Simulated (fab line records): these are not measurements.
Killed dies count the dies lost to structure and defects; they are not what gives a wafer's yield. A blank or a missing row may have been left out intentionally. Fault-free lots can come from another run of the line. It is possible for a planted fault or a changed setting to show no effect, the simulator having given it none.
A struck lot beside a sound one ; flow nand harc ; 15 out of 1159 route steps
Sound: the wafers L704.3, L704.4, L704.5. Struck: wafers L700.2, L700.3, L700.6. The cause comes at the end.
At each step with rows: each side's tool, then ch and its chambers, then its first start. Under that, the readings that differ: sound wafers ; struck wafers ; difference of the means ; sigmas: that difference in standard deviations of wafers without a fault.
alike: same words and numbers on both sides, and readings whose means sit less than 2 such deviations apart. not compared: any withheld reading, any reading some wafer has no value for, any bound like >300 that may hide the same value, and any number with overlapping values for which the record gives no deviation.
Wherever a step has rows on one side only, a row that says differs or no value, or a row with sigmas, the two part there. Numbers that have no deviation but don't overlap get no sigmas and don't part them. A reading that every wafer of one side lacks parts them only if that side has two wafers or more.

first, 3 steps without rows for these wafers: NHARC_A_M1_EXPOSE_06 (exposes mask A M1, target cd 120 nm); NHARC_A_M1_PEB_07 (peb time 65 s); NHARC_A_M1_DEVELOP_08 (develop time 35 s).
NHARC_A_M1_CD_MEAS_09 targets a cd of 120 nm.
  sound on cd sem-01 ch 0, day 22 10:49; struck on cd sem-01 ch 0, day 20 17:52
  alike: cd nm
NHARC_A_M1_OVL_MEAS_10: pitch 240 nm.
  sound on overlay-01, day 22 10:53; struck on overlay-01, day 20 17:57
  alike: overlay x nm, overlay y nm
NHARC_A_M1_INSPECT_11:
  sound on defect inspect-02, day 22 10:56; struck on defect inspect-01, day 20 17:59
  alike: raw defect count
NHARC_A_M1_DESCUM_14: chemistry O2, time 3 s.
  sound on rie diel-12 ch 2,3, day 22 11:01; struck on rie diel-12 ch 0,1,2, day 20 18:03
  alike: drypump motor current A, oes product au, rf vpp V, showerhead plenum p Torr, throttle valve pct
  not compared: rf hours counter h
NHARC_A_M1_ETCH_35: etches the open film in N2/H2, target depth 40 nm, overetch 12 nm, time 43.94 s.
  sound on rie diel-12 ch 2,3, day 22 11:06; struck on rie diel-12 ch 0,1,2, day 20 18:08
  alike: drypump motor current A, oes product au, rf vpp V, showerhead plenum p Torr, throttle valve pct
  not compared: rf hours counter h
NHARC_A_M1_ETCH_15: etches the open film in C4F8/Ar, target depth 182.5 nm, time 91.2 s.
  sound: rie diel-12 ch 0,1,2; struck: rie diel-12 ch 1,3
reading;sound;struck;difference;sigmas
oes product au (a.u.);0.919 0.930 0.920;0.968 0.996 0.964;+0.053;+2
  alike: rf vpp V
  not compared: rf hours counter h
NHARC_A_M1_CD_MEAS_16:
  sound on cd sem-03, day 22 11:19; struck on cd sem-02, day 20 18:22
  alike: cd nm
then, 1 step without rows for these wafers: NHARC_A_M1_STRIP_18 (strips in N2/H2).
NHARC_A_M1_ETCH_28: etches the open film in CF4/N2, target depth 30 nm, time 72.99 s.
  sound: rie diel-12 ch 2,3; struck: rie diel-12 ch 0,1,2
  alike: drypump motor current A, oes product au, rf vpp V, showerhead plenum p Torr, throttle valve pct
  not compared: rf hours counter h
NHARC_A_M1_STRIP_19: strips in post etch residue remover, time 600 s.
  sound on wet bench-10 ch 0,1,3, day 22 11:46; struck on wet bench-10 ch 4,5,7, day 20 18:50
  no value came back on the struck wafers for bath heat duty pct (%), run length s (s); on the sound wafers bath heat duty pct (%) reads 16.8 13.1 12.8
NHARC_A_M1_DEGAS_29: time 60 s.
  sound on pvd sputter-02, day 22 12:02; struck on pvd sputter-01, day 20 19:06
reading;sound;struck;difference;sigmas
susceptor temp C (C);- - -;250.04 250.02 250.03;no value on the sound wafers;
  alike: heater power w
NHARC_END_SORT_01:
  sound on prober-02 ch 0, day 24 11:14; struck on prober-01 ch 0, day 22 09:10
reading;sound;struck;difference;sigmas
sort rim yield pct (%);97.2 98.1 98.1;92.5 94.3 88.7;-6.0;-3
  alike: defect limited yield, killed at array, killed at other, killed at periphery, killed dies, killed open, killed short, sort_bin_2_pct, sort_bin_3_pct, sort_bin_4_pct, sort n pass, sort yield pct

WHERE THEY PART
Earliest at NHARC_A_M1_ETCH_15; latest, in this record, at NHARC_END_SORT_01.

WHY: whatever the simulator had introduced
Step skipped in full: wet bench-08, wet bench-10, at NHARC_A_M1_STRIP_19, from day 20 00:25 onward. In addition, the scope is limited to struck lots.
